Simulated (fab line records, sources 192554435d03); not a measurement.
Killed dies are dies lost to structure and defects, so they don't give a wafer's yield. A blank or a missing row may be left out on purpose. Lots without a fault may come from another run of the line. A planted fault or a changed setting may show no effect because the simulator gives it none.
Split-lot experiment | flow n5_finfet | 7 lots, 39 wafers read, on a route of 1938 steps

THE SPLIT
At N5_MOL_CONTACT_COAG_ALD_133 (deposits SiO2, target thk 5 nm, pulse time 1 s, co reactant pulse time 1 s), the setting ald_cycles was moved away from the recipe's 35 on 9 of the 39 wafers read, by -14.3% to +8.6%. The other wafers ran this setting at the recipe's value.

The reading is taken at the split's own step.

THE READING
SiO2_of_MOL_CONTACT_COAG_ALD_133.thk_nm (the simulator's own value, which no gauge read), in nm, at N5_MOL_CONTACT_COAG_ALD_133 (deposits SiO2, target thk 5 nm, pulse time 1 s, co reactant pulse time 1 s). The file gives no usual value for it.

wafer  | tool, chamber at the split | ald_cycles as run | against the recipe | SiO2_of_MOL_CONTACT_COAG_ALD_133.thk_nm, nm | against lot-mates on the recipe
L075.1 | ald_sin-01, 2,0,3          | 32                | -8.6%              | 4.6                                         | -0.4
L075.2 | ald_sin-01, 2,0,3          | 32                | -8.6%              | 4.6                                         | -0.4
L075.3 | ald_sin-01, 2,0,3          | 32                | -8.6%              | 4.6                                         | -0.4
L075.4 | ald_sin-01, 1,0,1          | 35                | recipe             | 5                                           | -
L075.5 | ald_sin-01, 1,0,1          | 35                | recipe             | 5                                           | -
L075.6 | ald_sin-01, 1,0,1          | 35                | recipe             | 5                                           | -
L080.1 | ald_sin-02, 1,0,2,3,2,1    | 35                | recipe             | 5                                           | -
L080.2 | ald_sin-02, 1,0,2,3,2,1    | 35                | recipe             | 5                                           | -
L080.3 | ald_sin-02, 1,0,2,3,2,1    | 35                | recipe             | 5                                           | -
L080.4 | ald_sin-02, 1,0,2,3,2,1    | 35                | recipe             | 5                                           | -
L080.5 | ald_sin-02, 1,0,2,3,2,1    | 35                | recipe             | 5                                           | -
L080.6 | ald_sin-02, 1,0,2,3,2,1    | 35                | recipe             | 5                                           | -
L085.4 | ald_sin-02, 0,0,1          | 35                | recipe             | 5                                           | -
L085.5 | ald_sin-02, 0,0,1          | 35                | recipe             | 5                                           | -
L085.6 | ald_sin-02, 0,0,1          | 35                | recipe             | 5                                           | -
L090.1 | ald_sin-04, 2,0,3,1,3,0    | 35                | recipe             | 5                                           | -
L090.2 | ald_sin-04, 2,0,3,1,3,0    | 35                | recipe             | 5                                           | -
L090.3 | ald_sin-04, 2,0,3,1,3,0    | 35                | recipe             | 5                                           | -
L090.4 | ald_sin-04, 2,0,3,1,3,0    | 35                | recipe             | 5                                           | -
L090.5 | ald_sin-04, 2,0,3,1,3,0    | 35                | recipe             | 5                                           | -
L090.6 | ald_sin-04, 2,0,3,1,3,0    | 35                | recipe             | 5                                           | -
L091.1 | ald_sin-04, 2,1            | 30                | -14.3%             | 4.2                                         | -0.8
L091.3 | ald_sin-04, 2,1            | 30                | -14.3%             | 4.2                                         | -0.8
L091.2 | ald_sin-04, 3,2,3          | 35                | recipe             | 5                                           | -
L091.5 | ald_sin-04, 3,2,3          | 35                | recipe             | 5                                           | -
L091.6 | ald_sin-04, 3,2,3          | 35                | recipe             | 5                                           | -
L091.4 | ald_sin-04, 0              | 30                | -14.3%             | 4.4                                         | -0.6
L093.1 | ald_sin-04, 3,2,1          | 35                | recipe             | 5                                           | -
L093.2 | ald_sin-04, 3,2,1          | 35                | recipe             | 5                                           | -
L093.6 | ald_sin-04, 3,2,1          | 35                | recipe             | 5                                           | -
L093.3 | ald_sin-04, 0,1,2          | 38                | +8.6%              | 5.4                                         | +0.4
L093.4 | ald_sin-04, 0,1,2          | 38                | +8.6%              | 5.4                                         | +0.4
L093.5 | ald_sin-04, 0,1,2          | 38                | +8.6%              | 5.4                                         | +0.4
L095.1 | ald_sin-04, 2,0,3,1,0,1    | 35                | recipe             | 5                                           | -
L095.2 | ald_sin-04, 2,0,3,1,0,1    | 35                | recipe             | 5                                           | -
L095.3 | ald_sin-04, 2,0,3,1,0,1    | 35                | recipe             | 5                                           | -
L095.4 | ald_sin-04, 2,0,3,1,0,1    | 35                | recipe             | 5                                           | -
L095.5 | ald_sin-04, 2,0,3,1,0,1    | 35                | recipe             | 5                                           | -
L095.6 | ald_sin-04, 2,0,3,1,0,1    | 35                | recipe             | 5                                           | -
Where a row lists several chambers, the file gives one row for several wafers and doesn't say which wafer went through which chamber.

THE FIT
A straight line over all 39 wafers: SiO2_of_MOL_CONTACT_COAG_ALD_133.thk_nm changes by +0.0493 nm for each +1% of ald_cycles; r = +0.99; the points scatter about the line by 0.029 nm.
The same after taking each lot's own level away (the mean of its wafers on the recipe; 39 wafers): +0.0493 nm for each +1%; r = +0.99; scatter 0.029 nm.
On that fit, the largest move of ald_cycles shifts the reading by 0.7 nm.
The lots' own levels span 5.00 to 5.00 nm.
So the lot-to-lot level changes the slope little: the two slopes agree.
Check: with one of the wafers moved furthest among these (-14.3%) left out of the fit, the line predicts -0.683 nm for it against its lot-mates. It came out at -0.8 nm against them.

OTHER SPLITS ON THESE WAFERS
These wafers also went through other splits before the reading. Each is held against what the fit with the lots' levels taken away leaves over:
other split on the same wafers       | wafers away from the commonest value | r with SiO2_of_MOL_CONTACT_COAG_ALD_133.thk_nm (lot level and that fit taken away)
N5_DUMMY_GATE_ETCH_31 target_depth_a | 18                                   | +0.21
N5_DUMMY_GATE_ETCH_32 time_s         | 12                                   | +0.05
N5_DUMMY_GATE_ETCH_42 bias_w         | 12                                   | +0.08
N5_HKMG_FIN_ETCH_55 time_s           | 18                                   | +0.12

THE FILE'S OWN FIT
SiO2_of_MOL_CONTACT_COAG_ALD_133.thk_nm changes by +0.0494 nm for each +1% of ald_cycles, r = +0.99.
